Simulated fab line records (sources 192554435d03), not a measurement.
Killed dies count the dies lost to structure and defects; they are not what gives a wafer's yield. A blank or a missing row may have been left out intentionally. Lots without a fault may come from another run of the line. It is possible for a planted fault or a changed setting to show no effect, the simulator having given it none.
Chamber matching | flow n5_finfet | 3 sister chambers for N5_BEOL_M11_CURE_71 on uv_cure-02
The step cures SiCOH lowk, time 240 s. 3 wafers are shown with their chamber, then 7 later ones without.

== WAFERS WITH THEIR CHAMBER ==
wafer  | chamber | wafer_temp_C_max
L080.6 | 1       | 386.3
L083.3 | 0       | 386.5
L086.3 | 2       | 386.5

== WAFERS WHOSE CHAMBER IS MISSING ==
wafer  | wafer_temp_C_max
L086.5 | 386.2
L091.1 | 386.0
L091.4 | 386.8
L091.6 | 386.2
L092.2 | 386.5
L092.3 | 386.1
L092.6 | 385.9

== EACH ONE'S CHAMBER ==
wafer  | from the rows above          | in truth
L086.5 | can't be placed: 1 or 0 or 2 | 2
L091.1 | can't be placed: 1 or 0 or 2 | 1
L091.4 | can't be placed: 0 or 2 or 1 | 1
L091.6 | can't be placed: 1 or 0 or 2 | 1
L092.2 | can't be placed: 0 or 2 or 1 | 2
L092.3 | can't be placed: 1 or 0 or 2 | 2
L092.6 | can't be placed: 1 or 0 or 2 | 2
Placed correctly: 0 of 7. From these rows, 7 cannot be placed; in 7 the true chamber is one of the candidates. Number placed wrongly: 0.
How it was worked out, from the rows above alone: a wafer's distance from a chamber is the root of the sum, over the readings, of the square of ((its reading less the chamber's mean) divided by the reading's scatter). The wafer belongs to the nearest chamber; if the next one is less than 2 further off, it can't be placed. The mean given for a chamber averages the wafers shown for that chamber. The scatter (one wafer shown for each chamber): square how far every hidden wafer sits from the nearest shown wafer, average those squares and take the square root.
